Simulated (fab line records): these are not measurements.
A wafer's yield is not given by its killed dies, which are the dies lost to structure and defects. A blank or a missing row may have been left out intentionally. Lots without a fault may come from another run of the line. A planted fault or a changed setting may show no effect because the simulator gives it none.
Chamber matching    flow n5Finfet    rieDiel-01 running N5_GATE_CUT_STRIP_41: 4 sister chambers
The step strips in CF4. 20 wafers are shown with their chamber, then 10 later ones without.

## WAFERS, EACH WITH ITS CHAMBER
wafer   chamber  drypumpMotorCurrentA (A)  throttleValvePct (%)  oesProductAu (a.u.)
L079.3  0        5.05                      13.64                 0.194
L079.4  1        5.59                      13.68                 0.168
L079.6  2        5.69                      13.74                 0.168
L082.1  0        5.06                      13.66                 0.204
L082.2  1        5.56                      13.68                 0.173
L082.6  3        5.66                      13.28                 0.176
L083.1  1        5.57                      13.69                 0.164
L083.3  2        5.70                      13.77                 0.168
L083.5  1        5.58                      13.69                 0.163
L086.1  1        5.59                      13.71                 0.168
L086.4  3        5.63                      13.31                 0.177
L086.5  2        5.68                      13.77                 0.167
L087.1  0        5.07                      13.66                 0.191
L087.5  1        5.61                      13.72                 0.164
L087.6  2        5.67                      13.77                 0.164
L088.1  2        5.66                      13.79                 0.169
L088.2  3        5.65                      13.31                 0.175
L088.5  3        5.66                      13.31                 0.175
L089.1  2        5.68                      13.80                 0.167
L089.2  3        5.66                      13.30                 0.181

SIGNATURES (means of the wafers above)
reading               chamber 0  chamber 1  chamber 2  chamber 3  scatter within a chamber
drypumpMotorCurrentA  5.0600     5.5833     5.6800     5.6520     0.0146
throttleValvePct      13.6533    13.6950    13.7733    13.3020    0.0166
oesProductAu          0.19633    0.16667    0.16717    0.17680    0.00357
Rule: a wafer lies at a distance from a chamber equal to the root of the sum of squares, over the readings, of (its reading less the chamber's mean, divided by the reading's scatter). The wafer belongs to the nearest chamber; if the next one is less than 2 further off, it can't be placed. How the scatter is found: for the shown wafers, subtract from each reading the mean of its chamber, square and add these, divide the total by (wafers less chambers), then take the root.

## WAFERS WITHOUT THEIR CHAMBER
wafer   drypumpMotorCurrentA (A)  throttleValvePct (%)  oesProductAu (a.u.)
L089.5  5.70                      13.80                 0.166
L091.3  5.65                      13.32                 0.178
L091.4  5.06                      13.68                 0.190
L091.5  5.62                      13.73                 0.167
L093.3  5.66                      13.33                 0.173
L093.5  5.06                      13.70                 0.191
L093.6  5.66                      13.34                 0.178
L094.1  5.59                      13.75                 0.167
L094.2  5.65                      13.32                 0.173
L094.4  5.69                      13.80                 0.165

## CHAMBER TAKEN BY EACH
wafer   from the rows above      in truth
L089.5  2                        2
L091.3  3                        3
L091.4  0                        0
L091.5  can't be placed: 1 or 2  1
L093.3  3                        3
L093.5  0                        0
L093.6  3                        3
L094.1  1                        1
L094.2  3                        3
L094.4  2                        2
Correct placement for 9 of the 10. Unplaceable from these rows: 1, with the true chamber sitting among the candidates in 1. Placed wrongly: 0.
